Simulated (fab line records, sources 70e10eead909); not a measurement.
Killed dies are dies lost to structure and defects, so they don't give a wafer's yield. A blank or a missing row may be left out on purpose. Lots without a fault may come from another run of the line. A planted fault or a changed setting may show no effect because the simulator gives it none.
fab line records | flow nand_harc | part 1 of 2: steps 1 to 20 of 28
record lots=5 wafers=15 last_day=32
route steps=1302 shown A_SGD_CUT@897 A_SLIT@922
lots that met no fault: from a run of the same line without faults
start_h: hours from the record's first day to the start of the lot's first wafer shown | wait_h: hours since the lot's step before | " the same as in the row above | L1.1+2: a row that stands for several wafers | - no value, or no start given | * or withheld: withheld | < > ~ a bound
route shown NAME@n: a module of which the file shows steps, and the number in the route of the first | usual: mean/standard deviation of fault-free wafers | same: alike in all rows | chamber/n: place in a boat | sites: the reading at each site | _std_site: their standard deviation | _edge_site: outer sites' mean less inner sites' | radius_mm: how far each site lies from the wafer's centre | mask NAME#n: copy n | behind: the tool/chamber that last shaped the wafer | hold: why the lot was held/for how many hours/how that ended | device: the transistor (n, p or np) that didn't switch | end of line: the same wafers' tests at the end of the route | a step without rows: its recipe alone | killed: dies lost to structure and defects at the first sort, not the wafer's yield | map: a wafer's dies, x killed, . not, _ none there
set.NAME: the setting as run; set.NAME@STEP: as run at that earlier step | model.NAME: the simulator's own value behind a step, which no gauge read
lots at some steps of the route; a table a step, a row a wafer
services: from which hour (start_h, from the record's first day; less than 0 if before it) a tool's chamber was out of use, for how many hours, and why
## steps
# step NHARC_A_SGD_CUT_EBR_05
# usual chill_plate_temp_C=23.00/0.089
# columns lot.wafer tool chamber start_h wait_h chill_plate_temp_C
L077.2 litho_track-04 0 - - 22.93
L077.3 " 0 " " 22.96
L077.4 " 0 " " 22.97
L084.3 litho_track-06 0 - - 22.93
L084.5 " 0 " " 22.98
L084.6 " 0 " " 22.96
L088.1 litho_track-04 0 - - 23.11
L088.3 " 0 " " 23.03
L088.6 " 0 " " 22.96
L090.2 litho_track-06 0 - - 22.93
L090.3 " 0 " " 22.96
L090.4 " 0 " " 22.76
L095.1 litho_track-01 0 - - 22.99
L095.2 " 0 " " 22.88
L095.4 " 0 " " 23.04
# step NHARC_A_SGD_CUT_EXPOSE_06
# recipe na=1.35 dose_mj=85.59 mask_id=SGD
# usual focus_offset_nm=-0.1/0.55 stage_vel_mm_s=499.98/0.27
# columns lot.wafer tool chamber start_h wait_h mask focus_offset_nm stage_vel_mm_s
L077.2 arfi_scanner-03 0 469.26 - SGD#0 -0.3 500.13
L077.3 " 0 " " SGD#0 -1.0 500.02
L077.4 " 0 " " SGD#0 0.7 500.30
L084.3 arfi_scanner-03 0 538.55 - SGD#0 -0.4 499.85
L084.5 " 0 " " SGD#0 -0.1 500.46
L084.6 " 0 " " SGD#0 0.3 499.86
L088.1 arfi_scanner-03 0 574.40 - SGD#0 0.2 499.99
L088.3 " 0 " " SGD#0 0.8 500.51
L088.6 " 0 " " SGD#0 -0.3 500.28
L090.2 arfi_scanner-02 0 604.25 - SGD#0 0.0 500.39
L090.3 " 0 " " SGD#0 -0.3 500.13
L090.4 " 0 " " SGD#0 0.0 500.28
L095.1 arfi_scanner-02 0 647.21 - SGD#0 0.2 499.47
L095.2 " 0 " " SGD#0 -0.3 499.79
L095.4 " 0 " " SGD#0 0.7 500.09
# step NHARC_A_SGD_CUT_PEB_07
# recipe peb_temp_c=100 peb_time_s=65
# usual chill_plate_temp_C=23.01/0.096
# same peb_time_s=65
# columns lot.wafer tool chamber start_h wait_h chill_plate_temp_C
L077.2 litho_track-01 0 469.32 0.1 23.12
L077.3 " 0 " " 23.00
L077.4 " 0 " " 23.19
L084.3 litho_track-01 0 538.60 0.0 23.13
L084.5 " 0 " " 22.95
L084.6 " 0 " " 22.87
L088.1 litho_track-04 0 574.46 0.1 23.00
L088.3 " 0 " " 22.97
L088.6 " 0 " " 23.12
L090.2 litho_track-06 0 604.31 0.1 23.10
L090.3 " 0 " " 22.98
L090.4 " 0 " " 22.83
L095.1 litho_track-04 0 647.28 0.1 23.13
L095.2 " 0 " " 23.16
L095.4 " 0 " " 22.91
# step NHARC_A_SGD_CUT_DEVELOP_08
# recipe develop_time_s=35 dev_temp_c=23
# usual chill_plate_temp_C=23.05/0.1
# columns lot.wafer tool chamber start_h wait_h chill_plate_temp_C
L077.2 litho_track-01 0 - - 23.15
L077.3 " 0 " " 22.96
L077.4 " 0 " " 23.02
L084.3 litho_track-01 0 - - 22.92
L084.5 " 0 " " 22.88
L084.6 " 0 " " 22.93
L088.1 litho_track-04 0 - - 22.84
L088.3 " 0 " " 22.95
L088.6 " 0 " " 22.90
L090.2 litho_track-06 0 - - 23.17
L090.3 " 0 " " 22.99
L090.4 " 0 " " 23.25
L095.1 litho_track-04 0 - - 23.07
L095.2 " 0 " " 23.09
L095.4 " 0 " " 23.09
# step NHARC_A_SGD_CUT_CD_MEAS_09
# recipe target_cd_nm=100 landing_energy_ev=500
# usual cd_nm=100.2/0.54
# columns lot.wafer tool chamber start_h wait_h cd_nm
L077.2 cd_sem-01 0 469.40 - 100.8
L077.3 " 0 " " 101.3
L077.4 " 0 " " 100.2
L084.3 cd_sem-03 0 538.68 - 100.2
L084.5 " 0 " " 100.4
L084.6 " 0 " " 100.8
L088.1 cd_sem-02 0 574.54 - 100.5
L088.3 " 0 " " 99.7
L088.6 " 0 " " 99.8
L090.2 cd_sem-02 0 604.39 - 99.8
L090.3 " 0 " " 100.0
L090.4 " 0 " " 99.6
L095.1 cd_sem-01 0 647.35 - 99.9
L095.2 " 0 " " 100.0
L095.4 " 0 " " 100.5
# step NHARC_A_SGD_CUT_OVL_MEAS_10
# usual overlay_x_nm=-0.1/0.79 overlay_y_nm=0.1/0.83
# columns lot.wafer tool chamber start_h wait_h overlay_x_nm overlay_y_nm
L077.2 overlay-02 - 469.49 - -0.1 0.5
L077.3 " - " " -0.1 0.1
L077.4 " - " " -0.4 -0.1
L084.3 overlay-01 - 538.77 - 0.4 0.7
L084.5 " - " " 0.4 0.3
L084.6 " - " " 0.6 0.4
L088.1 overlay-02 - 574.63 - -0.3 -0.8
L088.3 " - " " -0.6 -0.6
L088.6 " - " " -1.2 -1.1
L090.2 overlay-01 - 604.48 - -0.1 -0.1
L090.3 " - " " -0.4 -0.2
L090.4 " - " " 0.2 0.0
L095.1 overlay-01 - 647.44 - -0.4 1.0
L095.2 " - " " 0.1 0.6
L095.4 " - " " -0.4 0.6
# step NHARC_A_SGD_CUT_INSPECT_11
# usual raw_defect_count=54/32
# columns lot.wafer tool chamber start_h wait_h raw_defect_count
L077.2 defect_inspect-02 - 469.54 0.1 23
L077.3 " - " " 15
L077.4 " - " " 27
L084.3 defect_inspect-01 - 538.81 0.0 26
L084.5 " - " " 21
L084.6 " - " " 18
L088.1 defect_inspect-01 - 574.67 0.0 85
L088.3 " - " " 95
L088.6 " - " " 87
L090.2 defect_inspect-02 - 604.51 0.0 13
L090.3 " - " " 23
L090.4 " - " " 15
L095.1 defect_inspect-02 - 647.48 0.0 73
L095.2 " - " " 83
L095.4 " - " " 64
# step NHARC_A_SGD_CUT_DESCUM_14
# recipe time_s=3 o2_flow_sccm=200 ar_flow_sccm=0 bias_power_w=0 chemistry=O2
# usual chamber_pressure_mTorr=60.00/0.057 drypump_motor_current_A=5.6/0.49 oes_product_au=1.001/0.01 rf_vpp_V=57.6/0.96 showerhead_plenum_p_Torr=1.85/0.067 throttle_valve_pct=11.311/0.0086
# columns lot.wafer tool chamber start_h wait_h chamber_pressure_mTorr drypump_motor_current_A oes_product_au rf_hours_counter_h rf_vpp_V showerhead_plenum_p_Torr throttle_valve_pct
L077.3 rie_diel-07 2 469.60 0.1 60.02 5.7 1.001 12 58.0 1.89 11.301
L077.2 " 3 " " 60.02 5.0 1.004 11 56.6 1.80 11.306
L077.4 " 0 " " 60.11 5.3 1.007 11 57.9 1.80 11.304
L084.3 rie_diel-13 0 538.89 0.1 60.00 5.6 1.013 1 57.9 1.90 11.304
L084.5 " 1 " " 59.95 4.7 1.012 - 56.7 1.98 11.309
L084.6 " 2 " " 60.00 5.6 1.009 - 57.8 1.82 11.315
L088.3 rie_diel-07 2 574.73 0.1 60.06 5.7 0.993 4 58.4 1.89 11.305
L088.1 " 3 " " 59.99 5.0 0.995 6 58.0 1.80 11.326
L088.6 " 2 " " 59.98 5.7 0.985 - 58.7 1.89 11.292
L090.2 rie_diel-11 2 604.58 0.1 59.97 5.9 0.996 7 58.0 1.80 11.324
L090.4 " 0 " " 60.07 6.5 1.004 9 57.3 2.01 11.308
L090.3 " 1 " " 59.94 5.1 0.999 9 58.3 1.83 11.308
L095.4 rie_diel-13 1 647.54 0.1 60.06 4.8 1.004 10 56.7 1.98 11.309
L095.1 " 3 " " 59.91 5.9 0.998 10 58.3 1.80 11.308
L095.2 " 0 " " 60.12 5.6 1.018 11 56.3 1.90 11.303
# step NHARC_A_SGD_CUT_ETCH_58
# recipe target_depth_a=390 over_etch_frac=0.3 time_s=65 ion_energy_ev=80 cf4_flow_sccm=150 ar_flow_sccm=0 rf_w=300 bias_w=100 chemistry=CF4
# usual chamber_pressure_mTorr=50.00/0.043 drypump_motor_current_A=5.6/0.51 oes_product_au=1.001/0.0093 rf_vpp_V=150.8/1.1 showerhead_plenum_p_Torr=1.72/0.062 throttle_valve_pct=13.284/0.0082
# columns lot.wafer tool chamber start_h wait_h chamber_pressure_mTorr drypump_motor_current_A oes_product_au rf_hours_counter_h rf_vpp_V showerhead_plenum_p_Torr throttle_valve_pct
L077.3 rie_diel-07 0 469.69 0.1 49.99 5.4 1.010 11 150.7 1.67 13.275
L077.2 " 1 " " 50.05 6.3 1.015 12 150.0 1.69 13.285
L077.4 " 2 " " 50.02 5.7 1.008 12 151.6 1.75 13.292
L084.3 rie_diel-13 1 538.96 0.1 50.04 4.8 1.013 1 151.3 1.83 13.276
L084.6 " 3 " " 50.00 5.9 1.002 - 150.2 1.68 13.291
L084.5 " 0 " " 50.01 5.6 1.009 - 150.9 1.76 13.310
L088.1 rie_diel-07 1 574.82 0.1 49.95 6.3 1.009 4 151.0 1.69 13.278
L088.3 " 3 " " 49.96 5.0 1.006 6 149.4 1.67 13.288
L088.6 " 0 " " 50.03 5.3 1.016 - 149.2 1.67 13.286
L090.3 rie_diel-11 0 604.66 0.1 49.98 6.4 0.988 9 153.3 1.85 13.292
L090.4 " 1 " " 50.02 5.1 0.993 9 149.7 1.70 13.266
L090.2 " 2 " " 49.99 5.9 0.981 7 149.8 1.67 13.276
L095.4 rie_diel-13 0 647.63 0.1 50.02 5.6 1.005 11 150.5 1.75 13.289
L095.2 " 1 " " 49.97 4.7 1.006 10 152.3 1.82 13.290
L095.1 " 2 " " 50.04 5.6 1.012 9 149.4 1.68 13.294
# step NHARC_A_SGD_CUT_ETCH_59
# recipe target_depth_a=2600 over_etch_frac=0.25 time_s=406.25 ion_energy_ev=200 n2_flow_sccm=150 h2_flow_sccm=150 ar_flow_sccm=0 rf_w=400 bias_w=150 chemistry=N2/H2
# usual chamber_pressure_mTorr=29.999/0.023 drypump_motor_current_A=5.6/0.48 oes_product_au=1.002/0.01 rf_vpp_V=428.6/2.3 showerhead_plenum_p_Torr=1.97/0.073 throttle_valve_pct=14.170/0.0092
# columns lot.wafer tool chamber start_h wait_h chamber_pressure_mTorr drypump_motor_current_A oes_product_au rf_hours_counter_h rf_vpp_V showerhead_plenum_p_Torr throttle_valve_pct
L077.2 rie_diel-07 3 - - 30.031 5.0 1.000 11 426.6 1.91 14.155
L077.4 " 0 " " 29.929 5.3 1.008 11 427.4 1.92 14.172
L077.3 " 1 " " 30.002 6.4 1.010 12 428.0 1.94 14.165
L084.3 rie_diel-13 3 - - 29.992 5.9 0.999 1 427.2 1.92 14.167
L084.6 " 2 " " 30.005 5.6 1.001 - 426.8 1.93 14.155
L084.5 " 3 " " 30.037 5.9 0.997 - 427.8 1.92 14.171
L088.1 rie_diel-07 1 - - 29.970 6.3 1.010 4 428.4 1.94 14.186
L088.3 " 2 " " 30.036 5.7 1.000 4 431.0 2.01 14.167
L088.6 " 0 " " 30.026 5.4 1.017 - 426.6 1.91 14.162
L090.3 rie_diel-11 2 - - 29.962 5.9 0.996 7 425.9 1.92 14.170
L090.4 " 3 " " 30.019 5.3 1.000 8 428.4 1.96 14.154
L090.2 " 0 " " 29.997 6.4 0.976 9 433.1 2.15 14.175
L095.1 rie_diel-13 0 - - 30.064 5.6 0.995 11 431.8 2.02 14.161
L095.4 " 1 " " 30.006 4.8 1.009 10 431.2 2.11 14.163
L095.2 " 2 " " 29.975 5.6 1.008 9 427.5 1.93 14.173
# step NHARC_A_SGD_CUT_ETCH_15
# recipe target_depth_a=750 time_s=64.3 ch3f_flow_sccm=50 o2_flow_sccm=30 ar_flow_sccm=200 rf_w=500 bias_w=100 chemistry=CH3F/O2
# usual ch3f_flow_sccm=50.01/0.14 chamber_pressure_mTorr=25.000/0.023 drypump_motor_current_A=5.6/0.48 oes_product_au=0.963/0.017 rf_vpp_V=262.8/1.6 showerhead_plenum_p_Torr=2.39/0.083 throttle_valve_pct=20.663/0.01
# columns lot.wafer tool chamber start_h wait_h ch3f_flow_sccm chamber_pressure_mTorr drypump_motor_current_A oes_product_au rf_hours_counter_h rf_vpp_V showerhead_plenum_p_Torr throttle_valve_pct
L077.3 rie_diel-07 3 - - 49.89 24.994 5.0 0.960 12 261.9 2.31 20.664
L077.2 " 0 " " 49.90 25.018 5.3 0.991 11 262.2 2.32 20.649
L077.4 " 1 " " 50.22 25.000 6.4 0.973 12 262.0 2.34 20.661
L084.3 rie_diel-13 2 - - 50.02 25.006 5.6 0.981 1 262.7 2.34 20.686
L084.6 " 3 " " 49.91 25.003 6.0 0.975 - 261.6 2.33 20.656
L084.5 " 0 " " 49.80 25.008 5.6 0.985 - 264.3 2.44 20.662
L088.1 rie_diel-07 2 - - 50.00 25.000 5.7 0.955 4 264.0 2.43 20.648
L088.3 " 0 " " 50.09 24.985 5.3 0.994 6 262.3 2.32 20.665
L088.6 " 1 " " 49.95 24.962 6.4 0.971 - 261.3 2.34 20.642
L090.2 rie_diel-11 1 - - 50.08 24.972 5.1 0.984 9 262.4 2.36 20.649
L090.4 " 2 " " 49.94 25.010 5.9 0.955 7 261.6 2.32 20.656
L090.3 " 0 " " 50.09 25.056 6.4 0.968 9 264.9 2.58 20.666
L095.4 rie_diel-13 3 - - 50.06 24.962 5.9 0.974 10 261.6 2.32 20.676
L095.2 " 0 " " 50.03 25.004 5.7 0.988 11 263.2 2.44 20.663
L095.1 " 1 " " 49.79 25.031 4.7 0.962 10 265.4 2.54 20.674
# step NHARC_A_SGD_CUT_ETCH_16
# recipe target_depth_a=3105 time_s=155.2 c4f8_flow_sccm=withheld o2_flow_sccm=8 ar_flow_sccm=withheld rf_w=600 bias_w=800 chemistry=C4F8/O2/Ar
# usual chamber_pressure_mTorr=25.003/0.022 oes_product_au=0.974/0.015 rf_vpp_V=720/3.6
# columns lot.wafer tool chamber start_h wait_h chamber_pressure_mTorr oes_product_au rf_hours_counter_h rf_vpp_V
L077.4 rie_diel-07 2 - - 24.997 0.968 12 722
L077.3 " 3 " " 24.993 0.967 12 717
L077.2 " 0 " " 24.977 0.989 11 717
L084.3 rie_diel-13 1 - - 25.007 0.976 1 724
L084.6 " 3 " " 24.998 0.985 - 718
L084.5 " 0 " " 25.012 0.992 - 722
L088.3 rie_diel-07 0 - - 25.010 1.005 6 718
L088.1 " 1 " " 25.010 0.985 5 717
L088.6 " 0 " " 24.957 1.003 - 719
L090.3 rie_diel-11 2 - - 25.001 0.966 7 718
L090.4 " 3 " " 24.973 0.969 8 720
L090.2 " 0 " " 25.008 0.966 9 728
L095.1 rie_diel-13 0 - - 24.971 0.995 11 723
L095.4 " 1 " " 24.983 0.970 10 726
L095.2 " 2 " " 24.994 0.982 10 718
# step NHARC_A_SGD_CUT_STRIP_60
# recipe c4f8_flow_sccm=withheld o2_flow_sccm=8 ar_flow_sccm=withheld bias_w=0 chemistry=C4F8/O2/Ar
# columns lot.wafer tool chamber start_h wait_h
L077.4+3+2 rie_diel-07 0,1,2 - -
L084.3+5+6 rie_diel-13 1,2,3 - -
L088.1+3+6 rie_diel-07 1,0,2 - -
L090.4+3+2 rie_diel-11 1,2,3 - -
L095.1+4+2 rie_diel-13 0,1,3 - -
# step NHARC_A_SGD_CUT_STRIP_17
# recipe o2_flow_sccm=500 ar_flow_sccm=0 bias_w=0 chemistry=O2
# usual chamber_pressure_mTorr=60.00/0.062 drypump_motor_current_A=5.6/0.49 oes_product_au=1.000/0.009 rf_vpp_V=57.5/0.87 showerhead_plenum_p_Torr=3.42/0.12 throttle_valve_pct=17.036/0.0099
# columns lot.wafer tool chamber start_h wait_h chamber_pressure_mTorr drypump_motor_current_A oes_product_au rf_hours_counter_h rf_vpp_V showerhead_plenum_p_Torr throttle_valve_pct
L077.4 rie_diel-07 3 - - 60.01 5.0 0.989 12 56.9 3.33 17.030
L077.3 " 1 " " 60.04 6.4 0.990 12 56.1 3.37 17.039
L077.2 " 2 " " 60.12 5.7 0.988 13 57.9 3.49 17.054
L084.3 rie_diel-13 1 - - 60.03 4.8 1.004 1 57.6 3.64 17.026
L084.6 " 0 " " 60.04 5.6 1.013 - 58.7 3.50 17.043
L084.5 " 1 " " 60.02 4.7 1.012 - 57.4 3.64 17.016
L088.3 rie_diel-07 3 - - 60.07 4.9 1.002 6 57.8 3.32 17.039
L088.1 " 2 " " 59.97 5.7 0.986 4 57.6 3.49 17.043
L088.6 " 3 " " 59.95 5.0 1.009 - 55.7 3.32 17.022
L090.2 rie_diel-11 1 - - 59.90 5.1 0.989 9 57.2 3.39 17.033
L090.3 " 2 " " 60.01 5.8 0.994 7 56.7 3.33 17.034
L090.4 " 3 " " 60.01 5.4 1.009 8 56.5 3.41 17.031
L095.4 rie_diel-13 2 - - 60.07 5.6 1.012 10 58.0 3.35 17.047
L095.1 " 3 " " 59.93 5.9 0.987 10 56.0 3.34 17.040
L095.2 " 1 " " 59.98 4.8 1.003 10 56.9 3.64 17.021
# step NHARC_A_SGD_CUT_PRECLEAN_18
# recipe time_s=* temp_c=50 bath_age_min=0 chemistry=SC1
# usual sc1_h2o2_end_mol_l=0.3699/0.00064
# columns lot.wafer tool chamber start_h wait_h sc1_h2o2_end_mol_l
L077.3 wet_bench-04 5 470.58 - 0.3689
L077.2 " 7 " " 0.3710
L077.4 " 0 " " 0.3699
L084.6 wet_bench-04 4 539.84 - 0.3698
L084.5 " 6 " " 0.3702
L084.3 " 0 " " 0.3694
L088.1 wet_bench-09 5 575.71 - 0.3696
L088.3 " 6 " " 0.3708
L088.6 " 7 " " 0.3690
L090.3 wet_bench-09 0 605.55 - 0.3703
L090.2 " 2 " " 0.3706
L090.4 " 4 " " 0.3698
L095.1 wet_bench-04 5 648.51 - 0.3713
L095.2 " 0 " " 0.3701
L095.4 " 1 " " 0.3708
# step NHARC_A_SGD_CUT_SRD_19
# columns lot.wafer tool chamber start_h wait_h
L077.3+2+4 wet_bench-04 5,7,0 - -
L084.6+5+3 wet_bench-04 4,6,0 - -
L088.1+3+6 wet_bench-09 5,6,7 - -
L090.3+2+4 wet_bench-09 0,2,4 - -
L095.1+2+4 wet_bench-04 5,0,1 - -
# step NHARC_A_SGD_CUT_DEP_20
# recipe target_thk_a=1500 temp_c=65 material=SiO2
# columns lot.wafer tool chamber start_h wait_h
L077.2+4+3 fcvd-01 1,1,0 470.72 -
L084.3+5+6 fcvd-01 1,0,1 540.06 -
L088.1+3+6 fcvd-02 0 575.84 -
L090.2+4+3 fcvd-01 1,1,0 605.69 -
L095.2+1+4 fcvd-01 1,0,0 648.66 -
# step NHARC_A_SGD_CUT_ANNEAL_27
# recipe temp_c=450 time_s=1800
# usual zone_power_centre_pct=5.93/0.18
# columns lot.wafer tool chamber start_h wait_h zone_power_centre_pct
L077.2 furnace-06 0 473.76 3.0 5.70
L077.3 " 0 " " 5.69
L077.4 " 0 " " 5.76
L084.3 furnace-02 0 543.55 3.5 5.85
L084.5 " 0 " " 6.04
L084.6 " 0 " " 5.89
L088.1 furnace-07 0 579.03 3.2 6.12
L088.3 " 0 " " 6.15
L088.6 " 0 " " 6.17
L090.2 furnace-06 0 608.88 3.2 5.64
L090.3 " 0 " " 5.61
L090.4 " 0 " " 5.74
L095.1 furnace-02 0 652.23 3.5 5.98
L095.2 " 0 " " 5.97
L095.4 " 0 " " 5.95
# step NHARC_A_SGD_CUT_CMP_21
# recipe target_thk_nm=148.19
# usual motor_current_A=11.7/0.83 retaining_ring_pressure_frac=1.000/0.0052 time_to_endpoint_s=49/3.8
# columns lot.wafer tool chamber start_h wait_h motor_current_A retaining_ring_pressure_frac time_to_endpoint_s
L077.4 cmp-04 3 475.20 0.4 11.1 1.000 45
L077.2 " 0 " " 11.5 1.000 39
L077.3 " 2 " " 12.5 0.997 46
L084.3 cmp-04 0 545.07 0.4 11.4 1.001 46
L084.5 " 1 " " 10.6 1.000 49
L084.6 " 2 " " 12.6 1.003 49
L088.3 cmp-04 0 580.49 0.4 11.9 0.996 43
L088.1 " 3 " " 10.3 1.002 48
L088.6 " 1 " " 10.8 1.006 47
L090.3 cmp-01 2 610.33 0.4 11.0 1.003 56
L090.2 " 0 " " 12.4 1.002 52
L090.4 " 1 " " 12.0 0.996 53
L095.1 cmp-04 2 653.68 0.4 12.6 1.005 50
L095.2 " 0 " " 11.5 0.995 45
L095.4 " 1 " " 10.8 1.005 46
# step NHARC_A_SGD_CUT_THK_MEAS_22
# recipe thk_meas_gauge=ellipsometry
# usual thk_nm=148.1/1.7
# columns lot.wafer tool chamber start_h wait_h thk_nm
L077.2 film_metro-01 - 475.46 0.2 144.4
L077.3 " - " " 146.7
L077.4 " - " " 144.8
L084.3 film_metro-01 - 545.26 0.2 146.5
L084.5 " - " " 147.9
L084.6 " - " " 149.2
L088.1 film_metro-02 - 580.74 0.2 145.9
L088.3 " - " " 144.8
L088.6 " - " " 147.5
L090.2 film_metro-02 - 610.59 0.2 148.2
L090.3 " - " " 148.6
L090.4 " - " " 148.5
L095.1 film_metro-01 - 653.94 0.2 150.6
L095.2 " - " " 149.4
L095.4 " - " " 149.0
